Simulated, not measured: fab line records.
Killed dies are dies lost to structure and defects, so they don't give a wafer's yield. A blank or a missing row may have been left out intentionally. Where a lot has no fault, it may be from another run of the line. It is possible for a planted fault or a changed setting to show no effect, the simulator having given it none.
fab line records	flow n5_finfet
record lots=8	wafers=24	last_day=19
route steps=1938 shown BEOL_M3@955 BEOL_M4@1111 PASSIVATION@1936
lots that met no fault: taken from a fault-free run of the same line
start_h: the number of hours between the record's first day and the start of the first shown wafer of the lot	wait_h: hours since the lot's step before	" unchanged from the row above	L1.1+2: one row covering several wafers at once	- no value, or no start given	* or withheld: withheld	< > ~ a bound
route shown NAME@n: a module of which the file shows steps, and the number in the route of the first	usual: mean/standard deviation of fault-free wafers	same: alike in all rows	chamber/n: place in a boat	sites: each site's reading	_std_site: their standard deviation	_edge_site: outer sites' mean less inner sites'	radius_mm: for every site, how far away it sits from the centre of the wafer	mask NAME#n: copy n	behind: the last tool/chamber to shape the wafer	hold: the reason the lot was held/the length of the hold in hours/how it ended	device: the transistor (n, p or np) that didn't switch	end of line: tests of these same wafers at the route's end	step lacking rows: just its recipe	killed: not the wafer's yield, but the dies lost to structure and defects at the first sort	map: shows each die of a wafer: x if killed, . if not, _ if none is there
set.NAME: the setting as run; set.NAME@STEP: as run at that earlier step	model.NAME: the simulator's own value behind a step, which no gauge read
steps of the route over a sample of lots; a table a step, a row a wafer
services: the hour from which a tool's chamber was out of use, counted from the record's first day as start_h (under 0 if before that day), plus the number of hours and why
## steps
# step N5_BEOL_M3_STRIP_19
# recipe chemistry=O2	power_w=400	temp_c=40	pressure_mtorr=30	rf_frequency_hz=6e+07	bias_power_w=0	overash_fraction=0.2	o2_flow_sccm=225
# usual drypump_motor_current_A=5.9/0.44	oes_product_au=0.76/0.058	rf_vpp_V=3.7/0.47	showerhead_plenum_p_Torr=2.13/0.057	throttle_valve_pct=16.72/0.14
# same overash_fraction=0.2
lot.wafer	tool	chamber	start_h	wait_h	drypump_motor_current_A	oes_product_au	rf_hours_counter_h	rf_vpp_V	showerhead_plenum_p_Torr	throttle_valve_pct
L205.2	rie_diel-04	3	144.28	0.5	6.5	0.71	164	4.2	2.10	16.66
L205.3	"	0	"	"	5.4	0.86	51	3.5	2.23	16.46
L205.5	"	3	"	"	6.4	0.71	-	3.9	2.10	16.67
L214.1	rie_diel-04	2	200.51	0.1	6.5	0.74	208	2.9	2.08	16.65
L214.3	"	0	"	"	5.4	0.85	69	3.5	2.22	16.52
L214.6	"	0	"	"	5.4	0.85	-	3.5	2.22	16.51
L218.3	rie_diel-04	2	231.03	0.1	6.5	0.72	217	3.8	2.08	16.66
L218.5	"	3	"	"	6.5	0.70	-	3.7	2.09	16.69
L218.6	"	0	"	"	5.4	0.84	-	3.9	2.22	16.53
L219.1	rie_diel-03	2	234.56	0.1	5.5	0.73	196	3.2	2.09	16.58
L219.3	"	3	"	"	5.6	0.69	225	3.2	2.07	16.87
L219.5	"	1	"	"	6.1	0.85	-	3.8	2.05	16.56
L220.3	rie_diel-04	1	245.86	0.1	6.2	0.75	163	3.9	2.09	16.88
L220.5	"	1	"	"	6.2	0.75	-	3.4	2.09	16.89
L220.6	"	0	"	"	5.4	0.83	-	3.6	2.22	16.54
L222.1	rie_diel-04	0	257.03	0.2	5.5	0.82	84	3.6	2.22	16.53
L222.2	"	2	"	"	6.5	0.72	225	3.0	2.08	16.68
L222.4	"	3	"	"	6.5	0.69	196	3.8	2.09	16.72
L225.1	rie_diel-04	1	267.72	0.1	6.2	0.74	171	3.7	2.09	16.90
L225.3	"	2	"	"	6.5	0.72	228	4.1	2.08	16.70
L225.4	"	1	"	"	6.2	0.75	-	3.3	2.09	16.90
L228.2	rie_diel-05	2	290.10	0.1	5.8	0.71	231	2.8	2.15	16.97
L228.5	"	1	"	"	5.8	0.71	-	3.0	2.17	16.81
L228.6	"	2	"	"	5.8	0.70	-	4.0	2.15	16.97
# step N5_BEOL_M3_INSPECT_30
# recipe mode=adi	inspect_instrument=brightfield
# usual raw_defect_count=395/86
lot.wafer	tool	chamber	start_h	wait_h	raw_defect_count
L205.2	defect_inspect-01	-	144.88	0.0	308
L205.3	"	-	"	"	503
L205.5	"	-	"	"	410
L214.1	defect_inspect-01	-	200.99	0.1	291
L214.3	"	-	"	"	270
L214.6	"	-	"	"	337
L218.3	defect_inspect-01	-	231.52	0.1	315
L218.5	"	-	"	"	388
L218.6	"	-	"	"	467
L219.1	defect_inspect-02	-	235.16	0.1	520
L219.3	"	-	"	"	703
L219.5	"	-	"	"	484
L220.3	defect_inspect-02	-	246.34	0.0	295
L220.5	"	-	"	"	322
L220.6	"	-	"	"	420
L222.1	defect_inspect-02	-	257.50	0.1	344
L222.2	"	-	"	"	387
L222.4	"	-	"	"	296
L225.1	defect_inspect-01	-	268.20	0.1	248
L225.3	"	-	"	"	308
L225.4	"	-	"	"	373
L228.2	defect_inspect-02	-	290.57	0.0	408
L228.5	"	-	"	"	457
L228.6	"	-	"	"	476
# step N5_BEOL_M3_TRENCH_ETCH_37
# recipe chemistry=C4F6/O2	target_depth_a=555.55	target=SiOC	time_s=29.2	ion_energy_ev=250	pressure_mtorr=30	source_w=355	bias_w=185	Ar_flow_sccm=300	C4F6_flow_sccm=10	O2_flow_sccm=10
# usual C4F6_flow_sccm=10.00/0.031	O2_flow_sccm=10.00/0.03	drypump_motor_current_A=5.9/0.42	oes_ar_750_au=0.76/0.055	oes_product_au=0.76/0.057	rf_fwd_power_W=350.3/1.2	rf_vpp_V=666/4	showerhead_plenum_p_Torr=2.87/0.075	throttle_valve_pct=20.87/0.16
lot.wafer	tool	chamber	start_h	wait_h	C4F6_flow_sccm	O2_flow_sccm	drypump_motor_current_A	oes_ar_750_au	oes_product_au	rf_fwd_power_W	rf_hours_counter_h	rf_vpp_V	showerhead_plenum_p_Torr	throttle_valve_pct
L205.2	rie_diel-05	0	146.96	-	10.02	9.97	5.2	0.81	0.81	351.0	77	664	2.89	21.13
L205.3	"	1	"	"	10.02	9.98	5.8	0.74	0.73	350.4	158	662	2.96	20.89
L205.5	"	3	"	"	10.02	10.00	5.8	0.86	0.87	349.7	-	670	3.01	20.85
L214.1	rie_diel-04	1	213.53	-	9.94	10.00	6.2	0.75	0.75	352.1	154	667	2.84	21.01
L214.3	"	2	"	"	10.04	9.95	6.5	0.72	0.72	351.7	212	666	2.82	20.76
L214.6	"	2	"	"	10.05	10.01	6.5	0.72	0.73	351.1	-	664	2.82	20.77
L218.3	rie_diel-04	3	241.59	-	-	-	-	-	-	-	-	-	-	-
L218.5	"	1	"	"	-	-	-	-	-	-	-	-	-	-
L218.6	"	0	"	"	-	-	-	-	-	-	-	-	-	-
L219.1	rie_diel-04	2	244.96	-	-	-	-	-	-	-	-	-	-	-
L219.3	"	1	"	"	-	-	-	-	-	-	-	-	-	-
L219.5	"	3	"	"	-	-	-	-	-	-	-	-	-	-
L220.3	rie_diel-05	2	249.84	-	-	-	-	-	-	-	-	-	-	-
L220.5	"	2	"	"	-	-	-	-	-	-	-	-	-	-
L220.6	"	1	"	"	-	-	-	-	-	-	-	-	-	-
L222.1	rie_diel-03	3	266.44	-	9.96	10.01	5.6	0.67	0.69	351.7	235	672	2.81	21.02
L222.2	"	1	"	"	9.98	9.97	6.1	0.84	0.85	351.1	60	663	2.76	20.68
L222.4	"	2	"	"	10.03	10.07	5.4	0.73	0.73	350.3	205	662	2.82	20.69
L225.1	rie_diel-04	1	273.47	-	9.99	10.05	6.2	0.73	0.74	350.1	173	667	2.83	21.05
L225.3	"	2	"	"	9.97	9.99	6.5	0.71	0.71	349.8	230	665	2.81	20.80
L225.4	"	0	"	"	10.00	9.98	5.5	0.82	0.82	349.7	-	670	2.98	20.66
L228.2	rie_diel-03	0	308.88	-	10.00	10.05	6.4	0.72	0.71	348.1	239	664	2.79	20.89
L228.5	"	1	"	"	10.05	10.04	6.0	0.83	0.83	350.9	-	663	2.76	20.71
L228.6	"	0	"	"	9.93	10.03	6.4	0.71	0.71	349.7	-	666	2.79	20.89
# step N5_BEOL_M3_STRIP_97
# recipe chemistry=N2/H2	time_s=10	power_w=450	temp_c=40	pressure_mtorr=20	rf_frequency_hz=6e+07	bias_power_w=7	n2_flow_sccm=200	h2_flow_sccm=200
# usual drypump_motor_current_A=5.9/0.42	n2_flow_sccm=200.0/0.62	oes_product_au=0.76/0.056	rf_vpp_V=59.1/0.91	showerhead_plenum_p_Torr=2.57/0.072	throttle_valve_pct=23.74/0.19
lot.wafer	tool	chamber	start_h	wait_h	drypump_motor_current_A	n2_flow_sccm	oes_product_au	rf_hours_counter_h	rf_vpp_V	showerhead_plenum_p_Torr	throttle_valve_pct
L205.2	rie_diel-05	0	-	-	5.2	200.0	0.81	77	58.6	2.57	24.19
L205.3	"	1	"	"	5.8	199.9	0.74	158	58.5	2.65	23.64
L205.5	"	3	"	"	5.7	199.6	0.88	-	59.5	2.70	23.70
L214.1	rie_diel-04	1	-	-	6.2	200.8	0.76	154	56.8	2.54	23.91
L214.3	"	2	"	"	6.5	199.8	0.72	212	59.8	2.52	23.72
L214.6	"	2	"	"	6.5	199.7	0.73	-	60.0	2.52	23.72
L218.3	rie_diel-04	3	-	-	6.5	200.5	0.70	191	58.9	2.52	23.68
L218.5	"	1	"	"	6.2	199.8	0.75	-	60.3	2.54	23.91
L218.6	"	0	"	"	5.5	199.7	0.84	-	57.9	2.68	23.49
L219.1	rie_diel-04	2	-	-	6.5	200.1	0.72	221	59.3	2.52	23.74
L219.3	"	1	"	"	6.2	200.0	0.74	163	58.7	2.54	23.93
L219.5	"	3	"	"	6.4	199.9	0.69	-	60.2	2.52	23.69
L220.3	rie_diel-05	2	-	-	5.7	200.5	0.72	221	60.1	2.61	23.86
L220.5	"	2	"	"	5.7	200.7	0.71	-	60.1	2.61	23.85
L220.6	"	1	"	"	5.8	200.3	0.72	-	59.2	2.63	23.68
L222.1	rie_diel-03	3	-	-	5.6	200.7	0.69	235	58.7	2.50	23.66
L222.2	"	1	"	"	6.0	200.0	0.85	60	58.8	2.47	23.82
L222.4	"	2	"	"	5.5	198.9	0.74	205	57.2	2.51	23.51
L225.1	rie_diel-04	1	-	-	6.2	200.0	0.74	173	58.8	2.53	23.95
L225.3	"	2	"	"	6.5	199.8	0.71	230	58.7	2.51	23.75
L225.4	"	0	"	"	5.4	199.2	0.81	-	59.2	2.68	23.49
L228.2	rie_diel-03	0	-	-	6.4	199.6	0.70	239	60.1	2.49	23.61
L228.5	"	1	"	"	6.1	200.2	0.83	-	57.7	2.47	23.83
L228.6	"	0	"	"	6.3	199.8	0.71	-	58.8	2.49	23.63
# step N5_BEOL_M3_OCD_MEAS_38
# usual trench_depth_nm=55.5/0.9
lot.wafer	tool	chamber	start_h	wait_h	trench_depth_nm
L205.2	ocd-01	-	147.12	-	54.9
L205.3	"	-	"	"	55.4
L205.5	"	-	"	"	57.4
L214.1	ocd-01	-	213.68	-	55.5
L214.3	"	-	"	"	55.0
L214.6	"	-	"	"	56.1
L218.3	ocd-02	-	241.76	-	0.1
L218.5	"	-	"	"	0
L218.6	"	-	"	"	0
L219.1	ocd-01	-	245.12	-	0.1
L219.3	"	-	"	"	0
L219.5	"	-	"	"	0
L220.3	ocd-02	-	250.00	-	0.5
L220.5	"	-	"	"	0
L220.6	"	-	"	"	0.4
L222.1	ocd-01	-	266.60	-	56.3
L222.2	"	-	"	"	57.5
L222.4	"	-	"	"	56.3
L225.1	ocd-01	-	273.62	-	55.4
L225.3	"	-	"	"	55.3
L225.4	"	-	"	"	56.0
L228.2	ocd-01	-	309.04	-	56.0
L228.5	"	-	"	"	56.4
L228.6	"	-	"	"	55.1
# step N5_BEOL_M3_THK_MEAS_53
# recipe thk_meas_gauge=xrf	reads=Cu_of_BEOL_M3_ECD_50
# usual M3_THK=39.8/1.5
lot.wafer	tool	chamber	start_h	wait_h	M3_THK[nm]
L205.2	film_metro-01	-	152.59	-	39.7
L205.3	"	-	"	"	40.9
L205.5	"	-	"	"	43.8
L214.1	film_metro-01	-	218.63	-	38.1
L214.3	"	-	"	"	37.2
L214.6	"	-	"	"	39.8
L218.3	film_metro-02	-	245.20	-	-
L218.5	"	-	"	"	-
L218.6	"	-	"	"	-
L219.1	film_metro-02	-	251.38	-	-
L219.3	"	-	"	"	-
L219.5	"	-	"	"	-
L220.3	film_metro-01	-	254.13	-	-
L220.5	"	-	"	"	-
L220.6	"	-	"	"	-
L222.1	film_metro-01	-	270.56	-	39.0
L222.2	"	-	"	"	38.2
L222.4	"	-	"	"	40.6
L225.1	film_metro-02	-	279.01	-	42.6
L225.3	"	-	"	"	41.6
L225.4	"	-	"	"	42.7
L228.2	film_metro-01	-	312.71	-	40.9
L228.5	"	-	"	"	41.7
L228.6	"	-	"	"	41.1
# step N5_BEOL_M4_RC_MEAS_101
# usual DIBL_N=36.1/1.3	DIBL_P=36.1/1.7	IOFF_N=0.154/0.022	IOFF_P=0.201/0.024	ION_N=675/8.9	ION_P=462/5.9	SS_N=71.5/0.49	SS_P=73.3/0.58	VT_N=250.0/2.7	VT_P=-251.3/2.7
lot.wafer	tool	chamber	start_h	wait_h	DIBL_N[mV/V]	DIBL_P[mV/V]	IOFF_N[nA/um]	IOFF_P[nA/um]	ION_N[uA/um]	ION_P[uA/um]	SS_N[mV/dec]	SS_P[mV/dec]	VT_N[mV]	VT_P[mV]
L205.2	prober-01	0	164.01	0.2	35.6	34.7	0.148	0.194	674	468	71.6	73.1	249.6	-251.0
L205.3	"	0	"	"	35.7	34.9	0.151	0.200	688	470	72.3	73.5	249.3	-249.6
L205.5	"	0	"	"	35.3	34.9	0.147	0.196	678	463	72.2	72.6	247.7	-250.2
L214.1	prober-02	0	231.69	0.0	35.2	34.1	0.136	0.174	662	452	71.4	72.9	253.5	-250.5
L214.3	"	0	"	"	35.0	35.0	0.151	0.192	672	460	71.7	73.4	252.1	-250.9
L214.6	"	0	"	"	36.8	36.7	0.176	0.218	679	462	71.6	74.1	247.8	-250.6
L222.1	prober-02	0	287.81	0.0	36.5	37.5	0.156	0.221	674	468	71.2	73.8	251.3	-248.6
L222.2	"	0	"	"	36.1	37.5	0.160	0.216	676	470	72.1	72.7	251.1	-247.2
L222.4	"	0	"	"	35.8	37.1	0.146	0.205	665	464	72.0	72.9	253.0	-247.0
L225.1	prober-02	0	293.24	0.0	38.8	38.7	0.206	0.234	693	465	72.0	74.5	246.4	-251.8
L225.3	"	0	"	"	38.5	38.0	0.195	0.228	696	471	71.5	74.8	247.9	-251.2
L225.4	"	0	"	"	36.1	35.9	0.144	0.182	675	458	71.0	73.2	250.5	-255.0
L228.2	prober-01	0	322.61	0.2	35.0	35.5	0.129	0.156	667	456	71.1	73.3	251.5	-255.6
L228.5	"	0	"	"	35.0	36.1	0.136	0.168	678	460	71.8	72.9	249.9	-253.4
L228.6	"	0	"	"	35.9	36.4	0.141	0.169	677	462	72.3	73.3	250.5	-256.6
# step N5_PASSIVATION_PROBE_49
# usual defect_limited_yield=90.9/1.3	killed_at_M0_to_M3=35/10	killed_at_M4_up=15/5.7	killed_at_contacts=14/6.4	killed_at_front_end=40/11	killed_at_other=4/3.1	killed_dies=108/16	killed_on_rim=14/3.6	killed_open=71/11	killed_short=34/7.7	sort_bin_5_function=5.4/0.9	sort_bin_6_memory=3.4/0.61	sort_n_pass=1072/16	sort_yield_pct=90.9/1.3
# same gross_dies=1180	killed_at_back_side=0	sort_bin_4_leakage[%]=0	sort_bin_8_speed[%]=0
lot.wafer	tool	chamber	start_h	wait_h	defect_limited_yield[%]	killed_at_M0_to_M3	killed_at_M4_up	killed_at_contacts	killed_at_front_end	killed_at_other	killed_dies	killed_on_rim	killed_open	killed_short	sort_bin_5_function[%]	sort_bin_6_memory[%]	sort_n_pass	sort_yield_pct[%]
L218.3	prober-01	-	364.26	0.1	0	1099	10	13	51	7	1180	152	78	37	95.8	4.0	0	0
L218.5	prober-01	-	364.36	0.2	0	1102	16	11	46	5	1180	152	88	44	94.6	4.2	0	0
L218.6	prober-01	-	364.41	0.3	0	1116	9	8	41	6	1180	152	60	38	96.9	2.9	0	0
L219.1	prober-02	-	373.08	0.0	0	1120	10	19	28	3	1180	152	70	30	97.0	2.8	0	0
L219.3	prober-02	-	373.18	0.1	0	1122	8	10	34	6	1180	152	56	21	96.5	3.1	0	0
L219.5	prober-02	-	373.28	0.2	0	1109	27	10	31	3	1180	152	72	27	96.1	3.6	0	0
L220.3	prober-01	-	375.15	0.1	0	1134	14	9	20	3	1180	152	48	26	97.5	2.3	0	0
L220.5	prober-01	-	375.25	0.2	0	1124	11	12	29	4	1180	152	68	29	95.7	4.0	0	0
L220.6	prober-01	-	375.30	0.3	0	1111	16	20	32	1	1180	152	76	26	97.2	2.7	0	0
# killed by level:class
L218.3 BEOL_M3:area_etch=1064 FIN_SAQP:geometric_particle:open=17 MOL_CONTACT_COAG:geometric_particle:open=12 FIN_SAQP:geometric_particle:short=11 BEOL_M0_SAQP:geometric_particle:open=9 BEOL_M2:geometric_particle:open=9 BEOL_M0_SAQP:geometric_particle:short=6 STARTING-WAFER:geometric_particle:open=5
L218.5 BEOL_M3:area_etch=1040 FIN_SAQP:geometric_particle:open=14 BEOL_M0_SAQP:geometric_particle:short=14 BEOL_M0_SAQP:geometric_particle:open=13 BEOL_M3:geometric_particle:open=12 BEOL_M4:geometric_particle:open=11 BEOL_M2:geometric_particle:open=10 MOL_CONTACT_COAG:geometric_particle:open=8
L218.6 BEOL_M3:area_etch=1082 BEOL_M3:geometric_particle:open=13 FIN_SAQP:geometric_particle:short=9 BEOL_M0_SAQP:geometric_particle:short=8 FIN_SAQP:geometric_particle:open=6 STI_FIN_REVEAL:geometric_particle:open=6 MOL_CONTACT_COAG:geometric_particle:open=6 DUMMY_GATE:geometric_particle:open=4
L219.1 BEOL_M3:area_etch=1080 MOL_CONTACT_COAG:geometric_particle:open=12 BEOL_M1:geometric_particle:open=11 BEOL_M0_SAQP:geometric_particle:open=8 MOL_CONTACT_COAG:geometric_particle:short=7 FIN_SAQP:geometric_particle:open=6 STI_FIN_REVEAL:geometric_particle:open=5 BEOL_M0_SAQP:geometric_particle:short=5
L219.3 BEOL_M3:area_etch=1100 MOL_CONTACT_COAG:geometric_particle:open=9 FIN_SAQP:geometric_particle:open=8 FIN_SAQP:geometric_particle:short=7 STI_FIN_REVEAL:geometric_particle:open=7 BEOL_M1:geometric_particle:open=7 BEOL_M2:geometric_particle:open=4 BEOL_M0_SAQP:geometric_particle:open=3
L219.5 BEOL_M3:area_etch=1081 BEOL_M4:geometric_particle:open=15 BEOL_M3:geometric_particle:open=11 MOL_CONTACT_COAG:geometric_particle:open=9 FIN_SAQP:geometric_particle:short=8 DUMMY_GATE:geometric_particle:open=8 BEOL_M1:geometric_particle:open=7 FIN_SAQP:geometric_particle:open=5
L220.3 BEOL_M3:area_etch=1106 BEOL_M2:geometric_particle:open=9 MOL_CONTACT_COAG:geometric_particle:open=8 BEOL_M1:geometric_particle:open=5 STI_FIN_REVEAL:geometric_particle:open=4 BEOL_M0_SAQP:geometric_particle:open=4 BEOL_M3:geometric_particle:open=4 STARTING-WAFER:geometric_particle:short=4
L220.5 BEOL_M3:area_etch=1081 MOL_CONTACT_COAG:geometric_particle:open=11 BEOL_M1:geometric_particle:open=9 BEOL_M2:geometric_particle:open=9 BEOL_M3:geometric_particle:open=8 STI_FIN_REVEAL:geometric_particle:open=7 BEOL_M0_SAQP:geometric_particle:short=6 DUMMY_GATE:geometric_particle:open=5
L220.6 BEOL_M3:area_etch=1077 MOL_CONTACT_COAG:geometric_particle:open=15 STI_FIN_REVEAL:geometric_particle:open=10 BEOL_M4:geometric_particle:open=9 BEOL_M1:geometric_particle:open=7 BEOL_M2:geometric_particle:open=7 BEOL_M3:geometric_particle:open=7 FIN_SAQP:geometric_particle:short=6
## services
tool	chamber	start_h	hours	kind
rie_diel-05	-	140.08	0.4	repair
rie_diel-03	1	235.73	2.8	repair
rie_diel-03	-	252.66	2.8	pm
rie_diel-04	3	264.39	11.2	repair
rie_diel-04	0	290.08	9.8	repair
rie_diel-03	3	308.45	5.8	repair
## key
first_sign step=N5_BEOL_M3_TRENCH_ETCH_37	reading=tool_record	direction=missing
effect step=N5_BEOL_M3_OCD_MEAS_38	reading=trench_depth_nm	direction=down	sigmas=61	usual=55.5	struck=0.1
effect step=N5_BEOL_M3_THK_MEAS_53	reading=M3_THK	direction=missing
effect step=N5_PASSIVATION_PROBE_49	reading=killed_at_M0_to_M3	direction=up	sigmas=99+	usual=35	struck=1115
more_kills_born_at N5_BEOL_M3_TRENCH_ETCH_37@rie_diel-04=6447	N5_BEOL_M3_TRENCH_ETCH_37@rie_diel-05=3264
met_at N5_BEOL_M3_TRENCH_ETCH_37
struck_lots L218,L219,L220
later_rows_left_out L218.3,L218.5,L218.6,L219.1,L219.3,L219.5,L220.3,L220.5,L220.6
not_acting_at N5_BEOL_M3_STRIP_19,N5_BEOL_M3_INSPECT_30,N5_BEOL_M3_STRIP_97
onset_between 213.53 241.59
fault kind=skipped_step_whole	tool=rie_diel-04,rie_diel-05	chamber=-	onset_h=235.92	steps=N5_BEOL_M3_TRENCH_ETCH_37	scope=struck_lots_only
# later_rows_left_out: the simulator's readings of these wafers behind a module that went badly wrong aren't trusted and aren't shown, but for the sort
